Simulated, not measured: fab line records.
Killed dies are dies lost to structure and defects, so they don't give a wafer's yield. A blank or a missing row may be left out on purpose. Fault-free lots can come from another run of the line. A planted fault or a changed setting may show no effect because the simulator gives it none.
fab line records + flow nand_harc + part 2 of 2: steps 29 to 38 of 38
record
- lots=5
- wafers=15
- last_day=32
route steps=1302 shown A_CHANNEL_FILL_D1@502 A_DECK1_JOINT@518
lots untouched by any fault: they come from a run of this same line in which no faults occurred
start_h: the number of hours between the record's first day and the start of the first shown wafer of the lot + wait_h: hours from the lot's prior step to this one + " same as the row above + L1.1+2: a single row standing in for several wafers + - either no value or no given start + * or withheld: withheld + < > ~ a bound
route shown NAME@n: a module of which the file shows steps, and the number in the route of the first + usual: mean and standard deviation over wafers with no fault + same: alike in all rows + chamber/n: place in a boat + sites: readings site by site + _std_site: standard deviation across them + _edge_site: the outer-site mean with the inner-site mean subtracted + radius_mm: how far each site lies from the wafer's centre + mask NAME#n: copy n + behind: the last tool/chamber to shape the wafer + hold: the reason the lot was held/the length of the hold in hours/how it ended + device: transistor that didn't switch, given as n, p or np + end of line: at the end of the route, the tests of the same wafers + for a step that has no rows: nothing shown but its recipe + killed: the dies lost at the first sort to structure and to defects; this is not the yield of the wafer + map: shows each die of a wafer: x if killed, . if not, _ if none is there
set.NAME: the setting that was run; set.NAME@STEP: the one run at that earlier step + model.NAME: the simulator's own value behind a step, which no gauge read
a table for each step, a row for each wafer; lots at some steps of the route
services: when a tool's chamber went out of use (start_h, in hours from the record's first day, below 0 if earlier), for how many hours, and the reason
## steps
# step NHARC_A_DECK1_JOINT_CVD_34
# recipe
- target_thk_a=200
- temp_c=700
- pressure_mtorr=300
- material=SiNx
# usual
- zone_power_lower_pct=10.8/1.3
- zone_power_top_pct=22.5/2.8
| lot.wafer | tool     | chamber | start_h | wait_h | zone_power_lower_pct | zone_power_top_pct |
|-----------|----------|---------|---------|--------|----------------------|--------------------|
| L074.2    | lpcvd-01 | 1       | 255.38  | -      | 9.7                  | 26.0               |
| L074.3    | "        | 1       | "       | "      | 9.5                  | 25.4               |
| L074.4    | "        | 1       | "       | "      | 9.5                  | 25.4               |
| L083.1    | lpcvd-01 | 0       | 347.36  | -      | 10.4                 | 18.7               |
| L083.4    | "        | 0       | "       | "      | 10.6                 | 19.0               |
| L083.5    | "        | 0       | "       | "      | 10.5                 | 19.0               |
| L092.3    | lpcvd-01 | 0       | 424.67  | -      | 10.4                 | 19.0               |
| L092.4    | "        | 0       | "       | "      | 10.5                 | 19.2               |
| L092.6    | "        | 0       | "       | "      | 10.4                 | 18.9               |
| L093.2    | lpcvd-01 | 0       | 424.67  | -      | 10.7                 | 19.2               |
| L093.3    | "        | 0       | "       | "      | 10.5                 | 19.3               |
| L093.4    | "        | 0       | "       | "      | 10.5                 | 19.0               |
| L095.1    | lpcvd-02 | 0       | 468.51  | -      | 12.5                 | 20.4               |
| L095.3    | "        | 0       | "       | "      | 12.6                 | 20.4               |
| L095.6    | "        | 0       | "       | "      | 12.4                 | 20.4               |
# step NHARC_A_DECK1_JOINT_DEP_06
# recipe
- target_thk_a=800
- temp_c=65
- material=SiOx
| lot.wafer  | tool    | chamber | start_h | wait_h |
|------------|---------|---------|---------|--------|
| L074.2+3+4 | fcvd-01 | 0,0,1   | 258.60  | 0.4    |
| L083.1+4+5 | fcvd-01 | 1,1,0   | 350.61  | 0.4    |
| L093.2+3+4 | fcvd-02 | 0,0,1   | 427.88  | 0.4    |
| L092.4+3+6 | fcvd-02 | 1,0,0   | 428.20  | 0.7    |
| L095.1+3+6 | fcvd-02 | 1,0,0   | 471.77  | 0.4    |
# step NHARC_A_DECK1_JOINT_CURE_26
# recipe
- temp_c=150
- time_s=32
- pressure_atm=0.395
# usual
- pressure_atm=0.3950/0.0007
| lot.wafer | tool    | chamber | start_h | wait_h | pressure_atm |
|-----------|---------|---------|---------|--------|--------------|
| L074.2    | fcvd-01 | 0       | 258.78  | 0.1    | 0.3951       |
| L074.3    | "       | 0       | "       | "      | 0.3960       |
| L074.4    | "       | 1       | "       | "      | 0.3954       |
| L083.1    | fcvd-01 | 1       | 350.77  | 0.1    | 0.3953       |
| L083.4    | "       | 1       | "       | "      | 0.3958       |
| L083.5    | "       | 0       | "       | "      | 0.3955       |
| L093.2    | fcvd-02 | 0       | 428.06  | 0.2    | 0.3940       |
| L093.3    | "       | 0       | "       | "      | 0.3940       |
| L093.4    | "       | 1       | "       | "      | 0.3952       |
| L092.4    | fcvd-02 | 1       | 428.34  | 0.1    | 0.3950       |
| L092.3    | "       | 0       | "       | "      | 0.3949       |
| L092.6    | "       | 0       | "       | "      | 0.3950       |
| L095.1    | fcvd-02 | 1       | 471.93  | 0.1    | 0.3953       |
| L095.3    | "       | 0       | "       | "      | 0.3954       |
| L095.6    | "       | 0       | "       | "      | 0.3947       |
# step NHARC_A_DECK1_JOINT_ANNEAL_27
# recipe
- temp_c=400
- time_s=3600
- idle_temp_c=300
- ramp_up_c_per_min=10
- densification_p_h2o_torr=640
# usual
- tube_center_temp_C_max=401.03/0.15
- zone_power_lower_pct=4.34/0.23
- zone_power_top_pct=9.4/1.1
| lot.wafer | tool       | chamber | start_h | wait_h | tube_center_temp_C_max | zone_power_lower_pct | zone_power_top_pct |
|-----------|------------|---------|---------|--------|------------------------|----------------------|--------------------|
| L074.2    | furnace-03 | 0       | 262.30  | 3.5    | 400.87                 | 4.16                 | 8.7                |
| L074.3    | "          | 0       | "       | "      | 400.97                 | 4.13                 | 8.8                |
| L074.4    | "          | 0       | "       | "      | 401.01                 | 4.17                 | 8.7                |
| L083.1    | furnace-03 | 0       | 353.47  | 2.7    | 400.96                 | 4.16                 | 8.8                |
| L083.4    | "          | 0       | "       | "      | 401.11                 | 4.17                 | 8.8                |
| L083.5    | "          | 0       | "       | "      | 401.09                 | 4.14                 | 8.9                |
| L092.3    | furnace-03 | 0       | 432.50  | 4.1    | 400.87                 | 4.17                 | 8.8                |
| L092.4    | "          | 0       | "       | "      | 401.37                 | 4.13                 | 8.9                |
| L092.6    | "          | 0       | "       | "      | 400.93                 | 4.18                 | 8.8                |
| L093.2    | furnace-03 | 0       | 432.50  | 4.4    | 401.05                 | 4.14                 | 8.7                |
| L093.3    | "          | 0       | "       | "      | 400.99                 | 4.23                 | 8.7                |
| L093.4    | "          | 0       | "       | "      | 401.27                 | 4.23                 | 8.8                |
| L095.1    | furnace-05 | 0       | 475.00  | 3.1    | 400.96                 | 4.64                 | 11.3               |
| L095.3    | "          | 0       | "       | "      | 400.98                 | 4.63                 | 11.4               |
| L095.6    | "          | 0       | "       | "      | 401.04                 | 4.55                 | 11.5               |
# step NHARC_A_DECK1_JOINT_ANNEAL_28
# recipe
- temp_c=500
- time_s=1800
- idle_temp_c=400
- ramp_up_c_per_min=10
- densification_p_h2o_torr=640
# usual
- tube_center_temp_C_max=501.25/0.19
- zone_power_lower_pct=6.0/0.32
- zone_power_top_pct=12.6/1.5
| lot.wafer | tool       | chamber | start_h | wait_h | tube_center_temp_C_max | zone_power_lower_pct | zone_power_top_pct |
|-----------|------------|---------|---------|--------|------------------------|----------------------|--------------------|
| L074.2    | furnace-03 | 0       | 266.62  | 2.6    | 501.47                 | 5.7                  | 11.8               |
| L074.3    | "          | 0       | "       | "      | 501.27                 | 5.9                  | 11.7               |
| L074.4    | "          | 0       | "       | "      | 501.26                 | 5.8                  | 11.6               |
| L083.1    | furnace-03 | 0       | 357.82  | 2.6    | 501.07                 | 5.8                  | 11.8               |
| L083.4    | "          | 0       | "       | "      | 500.97                 | 5.8                  | 11.7               |
| L083.5    | "          | 0       | "       | "      | 501.10                 | 5.8                  | 11.7               |
| L092.3    | furnace-03 | 0       | 438.96  | 4.7    | 501.17                 | 5.7                  | 11.7               |
| L092.4    | "          | 0       | "       | "      | 501.33                 | 5.8                  | 11.8               |
| L092.6    | "          | 0       | "       | "      | 501.24                 | 5.8                  | 11.6               |
| L093.2    | furnace-03 | 0       | 438.96  | 4.7    | 501.03                 | 5.8                  | 11.5               |
| L093.3    | "          | 0       | "       | "      | 501.20                 | 5.7                  | 11.6               |
| L093.4    | "          | 0       | "       | "      | 501.42                 | 5.8                  | 11.7               |
| L095.1    | furnace-05 | 0       | 481.01  | 4.3    | 500.94                 | 6.4                  | 15.2               |
| L095.3    | "          | 0       | "       | "      | 501.14                 | 6.4                  | 15.5               |
| L095.6    | "          | 0       | "       | "      | 501.04                 | 6.4                  | 15.2               |
# step NHARC_A_DECK1_JOINT_ANNEAL_29
# recipe
- temp_c=750
- time_s=1800
- idle_temp_c=500
- ramp_up_c_per_min=10
- ramp_down_c_per_min=3
# usual
- tube_center_temp_C_max=751.91/0.29
- zone_power_lower_pct=12.3/0.66
- zone_power_top_pct=22.3/2.7
| lot.wafer | tool       | chamber | start_h | wait_h | tube_center_temp_C_max | zone_power_lower_pct | zone_power_top_pct |
|-----------|------------|---------|---------|--------|------------------------|----------------------|--------------------|
| L074.2    | furnace-03 | 0       | 270.88  | 3.6    | 751.87                 | 11.8                 | 20.7               |
| L074.3    | "          | 0       | "       | "      | 751.89                 | 11.9                 | 20.4               |
| L074.4    | "          | 0       | "       | "      | 751.45                 | 11.7                 | 20.5               |
| L083.1    | furnace-03 | 0       | 361.07  | 2.6    | 752.19                 | 11.7                 | 20.6               |
| L083.4    | "          | 0       | "       | "      | 751.90                 | 11.7                 | 20.2               |
| L083.5    | "          | 0       | "       | "      | 751.36                 | 11.6                 | 20.5               |
| L092.3    | furnace-03 | 0       | 443.30  | 3.7    | 751.90                 | 11.8                 | 20.0               |
| L092.4    | "          | 0       | "       | "      | 751.24                 | 11.6                 | 20.5               |
| L092.6    | "          | 0       | "       | "      | 751.87                 | 11.8                 | 20.4               |
| L093.2    | furnace-03 | 0       | 443.30  | 3.7    | 751.73                 | 12.0                 | 20.6               |
| L093.3    | "          | 0       | "       | "      | 752.01                 | 11.8                 | 20.6               |
| L093.4    | "          | 0       | "       | "      | 751.72                 | 11.7                 | 20.6               |
| L095.1    | furnace-05 | 0       | 484.62  | 2.9    | 752.03                 | 12.9                 | 26.9               |
| L095.3    | "          | 0       | "       | "      | 751.79                 | 12.9                 | 27.3               |
| L095.6    | "          | 0       | "       | "      | 751.69                 | 12.9                 | 26.9               |
# step NHARC_A_DECK1_JOINT_CMP_02
# recipe
- material=SiOx
# usual
- motor_current_A=11.5/1
- slurry_filter_dp_kPa=13.49/0.14
| lot.wafer | tool   | chamber | start_h | wait_h | motor_current_A | slurry_filter_dp_kPa |
|-----------|--------|---------|---------|--------|-----------------|----------------------|
| L074.2    | cmp-03 | 2       | 273.56  | 0.4    | 10.7            | 13.51                |
| L074.3    | "      | 3       | "       | "      | 10.2            | 13.54                |
| L074.4    | "      | 0       | "       | "      | 14.3            | 13.26                |
| L083.1    | cmp-02 | 3       | 363.70  | 0.4    | 12.0            | 13.53                |
| L083.4    | "      | 2       | "       | "      | 11.2            | 13.29                |
| L083.5    | "      | 3       | "       | "      | 11.4            | 13.41                |
| L092.4    | cmp-01 | 1       | 445.97  | 0.4    | 10.6            | 13.45                |
| L092.3    | "      | 0       | "       | "      | 11.1            | 13.45                |
| L092.6    | "      | 1       | "       | "      | 10.5            | 13.37                |
| L093.4    | cmp-03 | 3       | 445.97  | 0.4    | 10.2            | 13.52                |
| L093.3    | "      | 0       | "       | "      | 14.7            | 13.40                |
| L093.2    | "      | 1       | "       | "      | 11.6            | 13.81                |
| L095.1    | cmp-02 | 2       | 487.35  | 0.4    | 11.6            | 13.13                |
| L095.3    | "      | 3       | "       | "      | 11.8            | 13.47                |
| L095.6    | "      | 0       | "       | "      | 11.8            | 13.39                |
# step NHARC_A_DECK1_JOINT_SRD_15
| lot.wafer  | tool         | chamber | start_h | wait_h |
|------------|--------------|---------|---------|--------|
| L074.3+4+2 | wet_bench-07 | 2,5,6   | 273.83  | 0.0    |
| L083.1+5+4 | wet_bench-07 | 3,4,6   | 363.99  | 0.0    |
| L093.4+2+3 | wet_bench-05 | 2,4,5   | 446.25  | 0.0    |
| L092.3+6+4 | wet_bench-09 | 3,4,6   | 446.27  | 0.0    |
| L095.1+6+3 | wet_bench-09 | 0,1,5   | 487.59  | 0.0    |
# step NHARC_A_DECK1_JOINT_DEP_16
# recipe
- target_thk_a=450
- temp_c=400
- pressure_torr=6.5
- rf_w=900
- teos_flow_sccm=161.4
- flow_sccm=2650
- target_thk_nm=45
- gas=O2
- material=SiO2
# usual
- heater_power_w=590/95
- showerhead_vpp_V=1836/74
- throttle_valve_pct=15.8/0.61
| lot.wafer | tool     | chamber | start_h | wait_h | heater_power_w | showerhead_vpp_V | throttle_valve_pct |
|-----------|----------|---------|---------|--------|----------------|------------------|--------------------|
| L074.2    | pecvd-02 | 2       | 273.92  | 0.1    | 565            | 1844             | 15.3               |
| L074.3    | "        | 0       | "       | "      | 666            | 1727             | 15.7               |
| L074.4    | "        | 1       | "       | "      | 572            | 1802             | 15.8               |
| L083.1    | pecvd-03 | 2       | 364.21  | 0.2    | 627            | 1853             | 16.2               |
| L083.4    | "        | 1       | "       | "      | 417            | 1805             | 16.2               |
| L083.5    | "        | 2       | "       | "      | 613            | 1888             | 16.2               |
| L093.2    | pecvd-04 | 2       | 446.36  | 0.1    | 443            | 1883             | 16.0               |
| L093.3    | "        | 0       | "       | "      | 486            | 1951             | 15.6               |
| L093.4    | "        | 2       | "       | "      | 447            | 1850             | 16.2               |
| L092.3    | pecvd-04 | 2       | 446.51  | 0.2    | 562            | 1882             | 16.1               |
| L092.6    | "        | 2       | "       | "      | 561            | 1841             | 16.0               |
| L092.4    | "        | 1       | "       | "      | 616            | 1910             | 14.7               |
| L095.3    | pecvd-04 | 2       | 487.69  | 0.1    | 513            | 1850             | 15.6               |
| L095.1    | "        | 1       | "       | "      | 553            | 1927             | 15.3               |
| L095.6    | "        | 0       | "       | "      | 445            | 1903             | 15.3               |
# step NHARC_A_DECK1_JOINT_THK_MEAS_17
# recipe
- thk_meas_gauge=ellipsometry
# usual
- thk_nm=44.9/1.1
| lot.wafer | tool          | chamber | start_h | wait_h | thk_nm |
|-----------|---------------|---------|---------|--------|--------|
| L074.2    | film_metro-02 | -       | 274.21  | 0.3    | 44.7   |
| L074.3    | "             | -       | "       | "      | 44.0   |
| L074.4    | "             | -       | "       | "      | 44.9   |
| L083.1    | film_metro-01 | -       | 364.43  | 0.2    | 45.7   |
| L083.4    | "             | -       | "       | "      | 44.5   |
| L083.5    | "             | -       | "       | "      | 45.0   |
| L093.2    | film_metro-01 | -       | 446.62  | 0.2    | 45.2   |
| L093.3    | "             | -       | "       | "      | 45.8   |
| L093.4    | "             | -       | "       | "      | 45.7   |
| L092.3    | film_metro-01 | -       | 446.79  | 0.3    | 44.2   |
| L092.4    | "             | -       | "       | "      | 43.6   |
| L092.6    | "             | -       | "       | "      | 44.5   |
| L095.1    | film_metro-02 | -       | 487.97  | 0.2    | 42.6   |
| L095.3    | "             | -       | "       | "      | 47.1   |
| L095.6    | "             | -       | "       | "      | 44.8   |
## services
| tool          | chamber | start_h | hours | kind   |
|---------------|---------|---------|-------|--------|
| rie_si-01     | 2       | 194.36  | 3.7   | repair |
| lpcvd_poly-02 | -       | 206.00  | 26.0  | pm     |
| rie_si-01     | 0       | 206.91  | 5.0   | repair |
| wet_bench-03  | -       | 210.40  | 8.0   | pm     |
| cmp-03        | -       | 223.71  | 0.4   | repair |
| wet_bench-02  | -       | 244.00  | 8.0   | pm     |
| wet_bench-02  | -       | 259.20  | 2.9   | repair |
| cmp-03        | -       | 260.33  | 4.0   | pm     |
| wet_bench-05  | -       | 260.80  | 8.0   | pm     |
| fcvd-02       | -       | 269.00  | 13.0  | pm     |
| wet_bench-01  | -       | 281.88  | 8.0   | pm     |
| furnace-03    | -       | 297.54  | 26.0  | pm     |
| wet_bench-07  | -       | 336.80  | 1.8   | repair |
| wet_h3po4-01  | -       | 336.80  | 8.0   | pm     |
| wet_bench-07  | -       | 340.37  | 8.0   | pm     |
| cmp-03        | -       | 343.09  | 0.4   | repair |
| wet_bench-09  | -       | 352.80  | 8.0   | pm     |
| wet_bench-03  | -       | 386.40  | 8.0   | pm     |
| fcvd-02       | -       | 420.06  | 3.2   | repair |
| wet_bench-03  | -       | 436.13  | 17.2  | repair |
| wet_bench-05  | -       | 436.80  | 8.0   | pm     |
| fcvd-02       | -       | 450.00  | 13.0  | pm     |
| wet_bench-01  | -       | 457.88  | 8.0   | pm     |
| wet_bench-07  | -       | 475.78  | 1.7   | repair |
